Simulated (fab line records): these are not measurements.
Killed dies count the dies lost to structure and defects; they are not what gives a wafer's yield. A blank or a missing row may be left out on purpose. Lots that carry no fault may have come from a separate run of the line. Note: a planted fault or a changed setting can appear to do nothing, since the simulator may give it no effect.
Chamber matching -- flow n5 finfet -- rie si-02 running N5_PMOS_HMC_CHANNEL_EPI_ETCH_38: 4 sister chambers
The step etches SiO2 in CF4, target depth 1.5 nm. 4 wafers are shown with their chamber, then 8 later ones without.

WAFERS, EACH WITH ITS CHAMBER
wafer,chamber,drypump motor current A (A)
L082.6,0,6.2
L083.4,1,6.2
L083.6,2,5.6
L087.1,3,5.7

WAFERS WHOSE CHAMBER IS MISSING
wafer,drypump motor current A (A)
L087.4,6.3
L087.5,6.2
L091.1,5.6
L091.5,5.6
L091.6,5.7
L095.3,5.8
L095.5,5.6
L095.6,5.7

WHICH CHAMBER EACH WENT THROUGH
wafer,from the rows above,in truth
L087.4,can't be placed: 0 or 1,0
L087.5,can't be placed: 0 or 1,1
L091.1,2,2
L091.5,2,2
L091.6,3,3
L095.3,3,3
L095.5,2,2
L095.6,3,3
6 of 8 placed correctly. Cannot be placed on the basis of these rows: 2; the candidates contain the true chamber in 2. Number placed wrongly: 0.
How it was worked out, from the rows above alone: a wafer's distance from a chamber is the root of the sum, over the readings, of the square of ((its reading less the chamber's mean) divided by the reading's scatter). The wafer belongs to the nearest chamber; if the next one is less than 2 further off, it can't be placed. For every chamber, the mean is computed from those of its wafers that are shown. The scatter: root of mean squared gap, hidden wafer to nearest shown wafer, with one shown wafer a chamber.
